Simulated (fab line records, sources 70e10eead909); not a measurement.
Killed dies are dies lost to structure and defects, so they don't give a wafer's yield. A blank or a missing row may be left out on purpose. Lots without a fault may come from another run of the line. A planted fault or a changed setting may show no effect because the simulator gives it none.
Chamber matching | flow nand_harc | NHARC_A_WL_FILL_ALD_19 on ald_metal-03: 4 sister chambers
The step deposits TiN, target thk 2 nm, pulse time 3 s, ald cycles 100. 4 wafers are shown with their chamber, then 7 later ones without.

WAFERS WITH THEIR CHAMBER
wafer  | chamber | heater_power_w (W)
L080.4 | 2       | 951
L087.2 | 3       | 946
L087.4 | 0       | 1064
L088.5 | 1       | 1148

WAFERS WITHOUT THEIR CHAMBER
wafer  | heater_power_w (W)
L088.6 | 1003
L092.1 | 1153
L092.2 | 1081
L092.3 | 944
L095.1 | 1105
L095.2 | 984
L095.6 | 1137

WHICH CHAMBER EACH WENT THROUGH
wafer  | from the rows above          | in truth
L088.6 | can't be placed: 2 or 3 or 0 | 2
L092.1 | 1                            | 1
L092.2 | can't be placed: 0 or 1      | 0
L092.3 | can't be placed: 3 or 2      | 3
L095.1 | can't be placed: 0 or 1      | 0
L095.2 | can't be placed: 2 or 3 or 0 | 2
L095.6 | 1                            | 1
Placed correctly: 2 of 7. Can't be placed from these rows: 5 (the true chamber is among the candidates in 5). Placed wrongly: 0.
How it was worked out, from the rows above alone: a wafer's distance from a chamber is the root of the sum, over the readings, of the square of ((its reading less the chamber's mean) divided by the reading's scatter). The wafer belongs to the nearest chamber; if the next one is less than 2 further off, it can't be placed. A chamber's mean is the mean of its shown wafers. The scatter: with one shown wafer a chamber, the root of the mean of the squares of how far each hidden wafer lies from its nearest shown one.
